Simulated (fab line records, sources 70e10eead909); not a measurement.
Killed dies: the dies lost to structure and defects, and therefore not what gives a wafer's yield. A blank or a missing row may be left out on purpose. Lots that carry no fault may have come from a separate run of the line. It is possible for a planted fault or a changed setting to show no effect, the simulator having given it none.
fab line records	flow nand-harc
record lots=7	wafers=21	last-day=33
route steps=1302 shown P_M2@330 END@1302
lots untouched by any fault: they come from a run of this same line in which no faults occurred
start-h: start of the lot's first displayed wafer, in hours after the record's first day	wait-h: time in hours since the lot's previous step	" identical to the entry in the row above	L1.1+2: a row that stands for several wafers	- no value present, or no start provided	* or withheld: withheld	< > ~ a bound
route shown NAME@n: a module of which the file shows steps, and the number in the route of the first	usual: mean/standard deviation taken from wafers without a fault	same: alike in all rows	chamber/n: place in a boat	sites: the reading at each site	_std_site: how widely they spread, as a standard deviation	_edge_site: inner sites' mean taken away from outer sites' mean	radius-mm: how far each site lies from the wafer's centre	mask NAME#n: copy n	behind: tool/chamber where the wafer was last shaped	hold: cause of the lot's hold/its duration in hours/its outcome	device: names the non-switching transistor (n, p or np)	end of line: tests of these same wafers at the route's end	for a step that has no rows: nothing shown but its recipe	killed: not the wafer's yield, but the dies lost to structure and defects at the first sort	map: per-die view of a wafer (x killed, . not killed, _ where there is no die)
set.NAME: setting as actually run; set.NAME@STEP: the setting as run at that earlier step	model.NAME: the simulator's own value behind a step, which no gauge read
lots seen at some steps along the route; tables by step, rows by wafer
services: a tool's chamber out of use, with start hour (start-h, from the record's first day; less than 0 if before it), hours out, and reason
## steps
# step NHARC_P_M2_INSPECT_11
# usual raw-defect-count=5/3.1
lot.wafer	tool	chamber	start-h	wait-h	raw-defect-count
L428.1	defect-inspect-01	-	159.90	0.0	5
L428.3	"	-	"	"	4
L428.5	"	-	"	"	1
L429.3	defect-inspect-02	-	169.73	0.0	4
L429.5	"	-	"	"	3
L429.6	"	-	"	"	4
L435.2	defect-inspect-01	-	220.89	0.0	9
L435.4	"	-	"	"	5
L435.6	"	-	"	"	5
L441.2	defect-inspect-02	-	289.29	0.0	2
L441.4	"	-	"	"	3
L441.5	"	-	"	"	9
L443.1	defect-inspect-01	-	309.04	0.0	4
L443.2	"	-	"	"	6
L443.5	"	-	"	"	9
L444.1	defect-inspect-01	-	314.86	0.0	2
L444.3	"	-	"	"	1
L444.6	"	-	"	"	1
L448.3	defect-inspect-01	-	355.99	0.0	6
L448.4	"	-	"	"	8
L448.6	"	-	"	"	2
# step NHARC_P_M2_DESCUM_14
# recipe time-s=3	o2-flow-sccm=200	ar-flow-sccm=0	bias-power-w=0	chemistry=O2
# step NHARC_P_M2_ETCH_35
# recipe target-depth-a=400	overetch-a=120	time-s=43.94	ion-energy-ev=200	n2-flow-sccm=150	h2-flow-sccm=150	ar-flow-sccm=0	rf-w=400	bias-w=150	chemistry=N2/H2
# step NHARC_P_M2_ETCH_15
# recipe target-depth-a=1825	time-s=91.2	c4f8-flow-sccm=withheld	ar-flow-sccm=400	rf-w=600	bias-w=300	chemistry=C4F8/Ar
# step NHARC_P_M2_CD_MEAS_16
# usual cd-nm=170.3/0.78
lot.wafer	tool	chamber	start-h	wait-h	cd-nm
L428.1	cd-sem-01	-	160.26	-	170.1
L428.3	"	-	"	"	169.4
L428.5	"	-	"	"	170.4
L429.3	cd-sem-01	-	170.11	-	170.9
L429.5	"	-	"	"	171.1
L429.6	"	-	"	"	170.4
L435.2	cd-sem-03	-	221.30	-	170.1
L435.4	"	-	"	"	169.0
L435.6	"	-	"	"	169.8
L441.2	cd-sem-03	-	289.66	-	170.7
L441.4	"	-	"	"	170.2
L441.5	"	-	"	"	171.4
L443.1	cd-sem-02	-	309.40	-	170.2
L443.2	"	-	"	"	171.2
L443.5	"	-	"	"	169.8
L444.1	cd-sem-02	-	315.23	-	171.1
L444.3	"	-	"	"	171.3
L444.6	"	-	"	"	170.0
L448.3	cd-sem-02	-	356.36	-	170.7
L448.4	"	-	"	"	170.8
L448.6	"	-	"	"	169.8
# step NHARC_P_M2_STRIP_18
# recipe power-w=1000	n2-flow-sccm=150	h2-flow-sccm=150	ar-flow-sccm=0	bias-w=0	chemistry=N2/H2
# usual drypump-motor-current-A=5.8/0.59	n2-flow-sccm=150.0/0.46	oes-product-au=1.001/0.011	rf-vpp-V=90.8/1	showerhead-plenum-p-Torr=2.07/0.095	throttle-valve-pct=14.172/0.0086
lot.wafer	tool	chamber	start-h	wait-h	drypump-motor-current-A	n2-flow-sccm	oes-product-au	rf-hours-counter-h	rf-vpp-V	showerhead-plenum-p-Torr	throttle-valve-pct
L428.1	rie-diel-07	0	160.39	0.1	6.3	150.8	1.013	2.1	90.0	1.98	14.174
L428.3	"	1	"	"	4.9	149.9	0.986	1.6	91.5	2.17	14.161
L428.5	"	2	"	"	6.2	148.9	1.017	-	91.3	2.03	14.157
L429.3	rie-diel-12	0	170.23	0.1	6.4	149.8	0.996	3.8	91.6	2.17	14.192
L429.6	"	2	"	"	5.4	149.9	1.013	-	89.3	1.95	14.168
L429.5	"	3	"	"	5.7	149.4	1.001	-	91.9	2.17	14.170
L435.2	rie-diel-12	1	221.37	0.1	5.0	150.2	0.993	6.7	91.1	2.08	14.151
L435.4	"	2	"	"	5.4	149.1	1.009	5.9	89.5	1.95	14.166
L435.6	"	1	"	"	5.0	149.8	0.993	-	91.5	2.08	14.182
L441.4	rie-diel-12	1	289.78	0.1	5.0	149.6	1.005	0.4	92.2	2.08	14.157
L441.2	"	2	"	"	5.3	150.4	1.021	0.3	89.3	1.95	14.174
L441.5	"	3	"	"	5.7	149.8	1.014	-	91.2	2.17	14.184
L443.2	rie-diel-07	3	309.53	0.1	6.6	150.2	0.983	0.0	89.3	2.00	14.179
L443.1	"	0	"	"	6.3	150.5	1.006	0.0	90.9	1.98	14.167
L443.5	"	1	"	"	4.9	149.1	1.000	-	91.8	2.16	14.171
L444.3	rie-diel-07	3	315.35	0.1	6.6	150.3	0.985	0.2	90.8	2.00	14.182
L444.1	"	0	"	"	6.3	149.8	1.003	0.2	90.5	1.98	14.178
L444.6	"	1	"	"	4.9	150.3	0.985	-	91.2	2.16	14.172
L448.3	rie-diel-07	0	356.48	0.1	6.3	149.9	1.001	2.1	92.4	1.98	14.172
L448.4	"	1	"	"	4.9	149.2	0.995	1.8	92.6	2.16	14.173
L448.6	"	2	"	"	6.2	150.2	1.019	-	90.7	2.03	14.175
# step NHARC_P_M2_ETCH_28
# recipe target-depth-a=300	over-etch-frac=0.3	time-s=72.99	ion-energy-ev=150	cf4-flow-sccm=50	n2-flow-sccm=100	ar-flow-sccm=150	rf-w=300	bias-w=100	chemistry=CF4/N2
# step NHARC_P_M2_STRIP_19
# recipe time-s=600	temp-c=30	chemistry=post-etch-residue-remover
# step NHARC_P_M2_DEGAS_29
# recipe temp-c=250	time-s=60
# usual heater-power-w=339/33
lot.wafer	tool	chamber	start-h	wait-h	heater-power-w
L428.3	pvd-sputter-02	-	160.97	-	328
L428.1	"	-	"	"	330
L428.5	"	-	"	"	327
L429.3	pvd-sputter-02	-	170.82	-	385
L429.6	"	-	"	"	365
L429.5	"	-	"	"	383
L435.2	pvd-sputter-01	-	222.01	-	341
L435.4	"	-	"	"	266
L435.6	"	-	"	"	347
L441.2	pvd-sputter-01	-	290.38	-	357
L441.4	"	-	"	"	292
L441.5	"	-	"	"	354
L443.1	pvd-sputter-02	-	310.12	-	302
L443.2	"	-	"	"	337
L443.5	"	-	"	"	369
L444.1	pvd-sputter-03	-	315.95	-	358
L444.3	"	-	"	"	398
L444.6	"	-	"	"	359
L448.3	pvd-sputter-01	-	357.08	-	290
L448.4	"	-	"	"	321
L448.6	"	-	"	"	298
# step NHARC_P_M2_PRE_CLEAN_30
# recipe time-s=30	temp-c=280	gas=H2/He
# step NHARC_P_M2_PVD_20
# recipe target-thk-a=50	bias-v=168.6	power-w=15000	chamber-pressure-pa=0.12	time-s=8.06	substrate-temp-c=50	material=TaN
# usual throttle-valve-pct=29.5/1.2
lot.wafer	tool	chamber	start-h	wait-h	throttle-valve-pct
L428.1	pvd-sputter-02	-	-	-	31.2
L428.3	"	-	"	"	29.9
L428.5	"	-	"	"	27.8
L429.3	pvd-sputter-02	-	-	-	29.8
L429.5	"	-	"	"	31.3
L429.6	"	-	"	"	30.2
L435.2	pvd-sputter-01	-	-	-	30.6
L435.4	"	-	"	"	29.0
L435.6	"	-	"	"	29.3
L441.4	pvd-sputter-01	-	-	-	30.9
L441.2	"	-	"	"	29.2
L441.5	"	-	"	"	30.9
L443.2	pvd-sputter-02	-	-	-	29.3
L443.1	"	-	"	"	30.6
L443.5	"	-	"	"	31.8
L444.1	pvd-sputter-03	-	-	-	28.3
L444.3	"	-	"	"	27.8
L444.6	"	-	"	"	29.4
L448.3	pvd-sputter-01	-	-	-	30.0
L448.4	"	-	"	"	30.3
L448.6	"	-	"	"	30.1
# step NHARC_P_M2_PVD_21
# recipe target-thk-a=300	chamber-pressure-pa=5	power-w=5000	substrate-temp-c=30	time-s=20.49	material=Cu
# usual throttle-valve-pct=29.6/1.1
lot.wafer	tool	chamber	start-h	wait-h	throttle-valve-pct
L428.3	pvd-sputter-02	-	-	-	31.6
L428.1	"	-	"	"	30.2
L428.5	"	-	"	"	30.2
L429.3	pvd-sputter-02	-	-	-	30.0
L429.5	"	-	"	"	29.8
L429.6	"	-	"	"	30.7
L435.4	pvd-sputter-01	-	-	-	30.3
L435.2	"	-	"	"	29.4
L435.6	"	-	"	"	30.3
L441.2	pvd-sputter-01	-	-	-	29.2
L441.4	"	-	"	"	29.8
L441.5	"	-	"	"	30.0
L443.2	pvd-sputter-02	-	-	-	29.3
L443.1	"	-	"	"	30.8
L443.5	"	-	"	"	30.8
L444.1	pvd-sputter-03	-	-	-	29.2
L444.3	"	-	"	"	27.8
L444.6	"	-	"	"	28.9
L448.4	pvd-sputter-01	-	-	-	30.4
L448.3	"	-	"	"	29.1
L448.6	"	-	"	"	30.6
# step NHARC_P_M2_ECD_22
# recipe target-thk-a=4000	bath-temp-c=25	material=Cu
lot.wafer	tool	chamber	start-h	wait-h
L428.1+3+5	ecd-cu-02	0,0,1	161.34	-
L428.1+3+5	ecd-cu-02	0,0,1	161.89	0.5
L429.3+6+5	ecd-cu-01	0,0,1	171.28	-
L429.3+6+5	ecd-cu-01	0,0,1	171.82	0.5
L435.2+4+6	ecd-cu-01	0,0,1	222.37	-
L435.2+4+6	ecd-cu-01	0,0,1	222.90	-
L441.2+4+5	ecd-cu-02	0,1,0	290.73	-
L443.1+2+5	ecd-cu-02	0,1,1	310.47	-
L444.1+3+6	ecd-cu-01	1,0,1	316.33	-
L448.4+3+6	ecd-cu-02	1,0,0	357.53	-
# step NHARC_P_M2_ANNEAL_31
# recipe temp-c=225	time-s=90
# usual wafer_temp_C_max=226.03/0.22
lot.wafer	tool	chamber	start-h	wait-h	wafer_temp_C_max
L428.1	rtp-anneal-01	0	162.32	0.4	226.25
L428.3	"	0	"	"	226.24
L428.5	"	0	"	"	226.04
L429.3	rtp-anneal-02	0	172.25	0.4	225.60
L429.5	"	0	"	"	225.71
L429.6	"	0	"	"	225.72
L435.2	rtp-anneal-02	0	223.80	-	226.03
L435.4	"	0	"	"	226.39
L435.6	"	0	"	"	226.21
L441.2	rtp-anneal-01	0	291.15	-	226.55
L441.4	"	0	"	"	226.01
L441.5	"	0	"	"	226.09
L443.1	rtp-anneal-02	0	310.85	0.3	225.98
L443.2	"	0	"	"	226.15
L443.5	"	0	"	"	226.66
L444.1	rtp-anneal-01	0	316.71	-	226.00
L444.3	"	0	"	"	226.13
L444.6	"	0	"	"	226.01
L448.3	rtp-anneal-01	0	358.06	0.4	225.84
L448.4	"	0	"	"	226.18
L448.6	"	0	"	"	226.03
# step NHARC_P_M2_CMP_23
# recipe t-overpolish-s=20	target-thk-nm=144.3
# usual motor-current-A=11.9/1.1	time-to-endpoint-s=28.9/2.4
lot.wafer	tool	chamber	start-h	wait-h	motor-current-A	time-to-endpoint-s
L428.3	cmp-02	0	162.66	-	11.6	57.3
L428.1	"	1	"	"	12.9	53.3
L428.5	"	1	"	"	12.5	54.5
L429.3	cmp-02	2	172.57	-	10.9	57.8
L429.5	"	3	"	"	12.3	57.9
L429.6	"	0	"	"	12.1	60.9
L435.4	cmp-01	1	224.09	-	12.7	56.6
L435.2	"	3	"	"	10.0	59.0
L435.6	"	1	"	"	12.8	57.5
L441.4	cmp-01	3	291.44	-	10.7	26.0
L441.2	"	1	"	"	11.5	30.3
L441.5	"	3	"	"	10.6	27.8
L443.1	cmp-03	1	311.26	-	12.4	30.8
L443.2	"	2	"	"	10.3	31.7
L443.5	"	3	"	"	12.5	30.4
L444.3	cmp-01	1	317.09	-	12.0	27.2
L444.1	"	2	"	"	12.0	24.7
L444.6	"	1	"	"	12.3	26.6
L448.3	cmp-01	0	358.30	-	13.0	29.5
L448.4	"	1	"	"	12.6	28.8
L448.6	"	0	"	"	13.9	29.6
# step NHARC_P_M2_THK_MEAS_24
# recipe thk-meas-gauge=xrf
# usual thk-nm=144.3/1.3
lot.wafer	tool	chamber	start-h	wait-h	thk-nm
L428.1	film-metro-01	-	162.97	-	144.3
L428.3	"	-	"	"	143.7
L428.5	"	-	"	"	146.0
L429.3	film-metro-02	-	172.81	-	145.4
L429.5	"	-	"	"	143.9
L429.6	"	-	"	"	145.7
L435.2	film-metro-01	-	224.41	-	145.3
L435.4	"	-	"	"	142.0
L435.6	"	-	"	"	145.0
L441.2	film-metro-01	-	291.76	-	144.8
L441.4	"	-	"	"	144.9
L441.5	"	-	"	"	144.2
L443.1	film-metro-01	-	311.52	-	144.1
L443.2	"	-	"	"	145.0
L443.5	"	-	"	"	145.2
L444.1	film-metro-01	-	317.37	-	143.0
L444.3	"	-	"	"	143.3
L444.6	"	-	"	"	143.9
L448.3	film-metro-01	-	358.62	-	146.3
L448.4	"	-	"	"	145.3
L448.6	"	-	"	"	143.1
# step NHARC_END_SORT_01
# recipe temp-c=25
# usual defect-limited-yield=93.3/1.5	killed-at-array=41/10	killed-at-other=0.8/0.91	killed-at-periphery=4.2/2.9	killed-dies=46/10	killed-open=3.5/2.1	killed-short=2.5/1.6	sort_bin_2_pct=2.4/0.71	sort_bin_3_pct=0.6/0.33	sort_bin_4_pct=3.8/0.93	sort-n-pass=631/10	sort-rim-yield-pct=86/4.5	sort-yield-pct=93.3/1.5
# same gross-dies=677	sort_bin_5_pct[%]=0	sort_bin_6_pct[%]=0	sort_bin_7_pct[%]=0	sort_bin_8_pct[%]=0	sort-rim-n-gross=106.00
lot.wafer	tool	chamber	start-h	wait-h	defect-limited-yield[%]	killed-at-array	killed-at-other	killed-at-periphery	killed-dies	killed-open	killed-short	sort_bin_2_pct[%]	sort_bin_3_pct[%]	sort_bin_4_pct[%]	sort-n-pass	sort-rim-yield-pct[%]	sort-yield-pct[%]
L428.1	prober-02	0	577.89	2.5	93.8	40	0	2	42	2	1	3.0	0.4	2.8	635	80	93.8
L428.3	prober-02	0	579.47	3.1	92.5	49	0	2	51	10	1	2.4	1.2	4.0	626	82	92.5
L428.5	prober-02	0	581.04	3.7	93.1	47	0	0	47	4	4	3.1	0.7	3.1	630	82	93.1
L429.3	prober-02	0	594.96	3.1	92.3	46	0	6	52	5	5	2.7	0.3	4.7	625	84	92.3
L429.5	prober-02	0	596.56	3.7	92.8	41	0	8	49	5	4	2.1	1.0	4.1	628	87	92.8
L429.6	prober-02	0	597.36	4.0	95.1	25	0	8	33	7	1	1.6	0.1	3.1	644	92	95.1
L435.2	prober-02	0	649.80	2.8	92.9	33	3	12	48	4	2	1.9	0.7	4.4	629	85	92.9
L435.4	prober-02	0	651.41	3.4	95.7	20	0	9	29	3	5	0.7	0.1	3.4	648	96	95.7
L435.6	prober-02	0	653.02	4.0	96.3	18	1	6	25	2	3	0.7	0.1	2.8	652	97	96.3
L443.1	prober-01	0	728.36	2.5	92.8	44	0	5	49	3	7	3.2	0	4.0	628	79	92.8
L443.2	prober-01	0	729.16	2.8	90.7	58	0	5	63	4	5	3.2	0.9	5.2	614	81	90.7
L443.5	prober-01	0	731.56	3.7	91.9	52	0	3	55	6	3	3.0	0.3	4.9	622	84	91.9
L448.3	prober-02	0	793.87	3.1	93.8	35	0	7	42	7	2	2.4	0.7	3.1	635	89	93.8
L448.4	prober-02	0	794.66	3.4	94.4	31	0	7	38	6	3	2.7	0.6	2.4	639	92	94.4
L448.6	prober-02	0	796.24	3.9	94.4	35	0	3	38	6	2	2.2	1.0	2.4	639	91	94.4
# killed by level:class
L428.1 A_CHANNEL_HOLE_D1:chamber-film-flake=16 A_SLIT:chamber-film-flake=9 A_STAIRCASE:chamber-film-flake=5 A_CHANNEL_HOLE_D2:chamber-film-flake=3 A_CONTACT:chamber-film-flake=3 P_STI:geometric-particle:short=1 A_CHANNEL_FILL_D1:geometric-particle:open=1 A_BLC:geometric-particle:open=1
L428.3 A_CHANNEL_HOLE_D1:chamber-film-flake=13 A_SLIT:chamber-film-flake=10 A_STAIRCASE:chamber-film-flake=5 A_CHANNEL_HOLE_D2:chamber-film-flake=4 A_CONTACT:unspecified=4 A_CHANNEL_FILL_D1:geometric-particle:open=3 A_CONTACT:chamber-film-flake=3 P_M0:geometric-particle:open=1
L428.5 A_CHANNEL_HOLE_D1:chamber-film-flake=14 A_SLIT:chamber-film-flake=9 A_CHANNEL_HOLE_D2:chamber-film-flake=5 A_STAIRCASE:chamber-film-flake=4 A_CONTACT:unspecified=3 A_CONTACT:chamber-film-flake=3 A_ONON_D1:geometric-particle:open=2 A_DECK1_JOINT:geometric-particle:short=2
L429.3 A_CHANNEL_HOLE_D2:chamber-film-flake=19 A_STAIRCASE:chamber-film-flake=10 A_CHANNEL_HOLE_D1:chamber-film-flake=3 A_CHANNEL_FILL_D1:geometric-particle:short=2 A_WL_FILL:geometric-particle:short=2 P_ZERO_WELL:chamber-film-flake=2 P_BONDPAD:chamber-film-flake=2 A_DECK1_JOINT:chamber-film-flake=2
L429.5 A_CHANNEL_HOLE_D2:chamber-film-flake=16 A_STAIRCASE:chamber-film-flake=6 P_BONDPAD:chamber-film-flake=5 A_CHANNEL_HOLE_D1:chamber-film-flake=3 A_CONTACT:chamber-film-flake=3 A_DECK1_JOINT:chamber-film-flake=2 P_M0:geometric-particle:open=1 A_CHANNEL_HOLE_D1:geometric-particle:short=1
L429.6 A_CHANNEL_HOLE_D2:chamber-film-flake=13 P_M0:geometric-particle:open=3 P_BONDPAD:chamber-film-flake=2 A_CHANNEL_FILL_D2:chamber-film-flake=2 A_STAIRCASE:chamber-film-flake=2 A_CONTACT:chamber-film-flake=2 P_GATE:geometric-particle:open=1 A_ONON_D2:geometric-particle:open=1
L435.2 A_CHANNEL_HOLE_D2:chamber-film-flake=14 P_M0:chamber-film-flake=7 A_CHANNEL_HOLE_D1:chamber-film-flake=4 A_CHANNEL_FILL_D1:chamber-film-flake=4 P_BONDPAD:chamber-film-flake=3 THIN_TSV:chamber-film-flake=3 A_ONON_D2:geometric-particle:short=2 P_ZERO_WELL:chamber-film-flake=2
L435.4 A_CHANNEL_HOLE_D2:chamber-film-flake=6 P_M0:chamber-film-flake=3 P_BONDPAD:chamber-film-flake=3 A_CHANNEL_FILL_D1:geometric-particle:open=2 P_ZERO_WELL:chamber-film-flake=2 A_CHANNEL_HOLE_D1:chamber-film-flake=2 A_M1:chamber-film-flake=2 P_M0:geometric-particle:short=1
L435.6 A_CHANNEL_HOLE_D2:chamber-film-flake=7 A_CHANNEL_FILL_D2:geometric-particle:open=2 A_CHANNEL_FILL_D2:geometric-particle:short=2 P_M0:chamber-film-flake=2 P_BONDPAD:chamber-film-flake=2 A_DECK1_JOINT:chamber-film-flake=2 A_CHANNEL_FILL_D1:geometric-particle:short=1 P_STI:chamber-film-flake=1
L443.1 A_CHANNEL_HOLE_D1:chamber-film-flake=14 A_SLIT:chamber-film-flake=10 A_CONTACT:chamber-film-flake=5 A_CHANNEL_FILL_D2:geometric-particle:short=3 P_ZERO_WELL:chamber-film-flake=3 A_CHANNEL_HOLE_D2:chamber-film-flake=3 P_M2:chamber-film-flake=2 A_SOURCE_PLATE:geometric-particle:short=1
L443.2 A_CHANNEL_HOLE_D1:chamber-film-flake=19 A_SLIT:chamber-film-flake=12 A_CHANNEL_HOLE_D2:chamber-film-flake=7 A_CONTACT:chamber-film-flake=5 A_STAIRCASE:chamber-film-flake=4 A_DECK1_JOINT:geometric-particle:short=2 A_ONON_D2:geometric-particle:open=2 P_ZERO_WELL:chamber-film-flake=2
L443.5 A_CHANNEL_HOLE_D1:chamber-film-flake=15 A_SLIT:chamber-film-flake=15 A_CHANNEL_HOLE_D2:chamber-film-flake=4 A_CONTACT:chamber-film-flake=4 A_CHANNEL_FILL_D2:geometric-particle:open=2 A_M1:geometric-particle:open=2 P_ZERO_WELL:chamber-film-flake=2 A_ONON_D1:geometric-particle:short=1
L448.3 A_CHANNEL_HOLE_D2:chamber-film-flake=8 A_SLIT:chamber-film-flake=8 A_STAIRCASE:chamber-film-flake=7 A_CONTACT:chamber-film-flake=4 A_WL_FILL:chamber-film-flake=3 A_BLC:geometric-particle:open=2 P_GATE:chamber-film-flake=2 P_CONTACT:geometric-particle:short=1
L448.4 A_SLIT:chamber-film-flake=14 A_CHANNEL_HOLE_D2:chamber-film-flake=6 A_STAIRCASE:chamber-film-flake=4 P_CONTACT:geometric-particle:open=2 A_CHANNEL_FILL_D2:geometric-particle:short=2 P_GATE:chamber-film-flake=2 P_M0:geometric-particle:open=1 A_CHANNEL_FILL_D1:geometric-particle:open=1
L448.6 A_CHANNEL_HOLE_D2:chamber-film-flake=13 A_SLIT:chamber-film-flake=7 A_WL_FILL:chamber-film-flake=4 A_CONTACT:chamber-film-flake=4 A_STAIRCASE:chamber-film-flake=2 P_STI:geometric-particle:open=1 P_GATE:geometric-particle:open=1 P_CONTACT:geometric-particle:open=1
## services
tool	chamber	start-h	hours	kind
rie-diel-12	3	137.92	6.4	repair
ecd-cu-02	-	156.15	2.3	repair
ecd-cu-01	-	160.00	8.0	pm
ecd-cu-01	-	168.37	2.0	repair
rie-diel-07	-	184.74	0.2	repair
cmp-01	-	185.53	4.0	pm
rie-diel-07	1	195.37	10.8	repair
rie-diel-07	-	219.17	0.3	repair
pvd-sputter-01	-	226.05	10.0	pm
cmp-01	-	234.24	0.3	repair
rie-diel-07	1	234.92	8.7	repair
ecd-cu-02	-	244.25	8.0	pm
pvd-sputter-02	-	249.50	0.5	repair
cmp-01	-	250.02	0.2	repair
ecd-cu-02	-	263.24	1.3	repair
ecd-cu-02	-	266.63	0.9	repair
cmp-01	-	280.42	0.9	repair
pvd-sputter-02	-	282.01	10.0	pm
cmp-01	-	283.60	4.0	pm
rie-diel-07	-	294.20	9.0	pm
ecd-cu-01	-	312.80	1.9	repair
pvd-sputter-01	-	322.07	2.3	repair
ecd-cu-02	-	328.40	0.5	repair
ecd-cu-01	-	336.00	8.0	pm
## key
first-sign step=NHARC_P_M2_ECD_22	reading=visit	direction=added
effect step=NHARC_P_M2_CMP_23	reading=time-to-endpoint-s	direction=up	sigmas=12	usual=*	struck=*
met-at NHARC_P_M2_ECD_22
struck-wafers L428.1,L428.3,L428.5,L429.3,L429.5,L429.6,L435.2,L435.4,L435.6
fault kind=repeated-step-whole	tool=ecd-cu-01,ecd-cu-02	chamber=-	onset-h=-	steps=NHARC_P_M2_ECD_22	times=1	scope=struck-lots-only
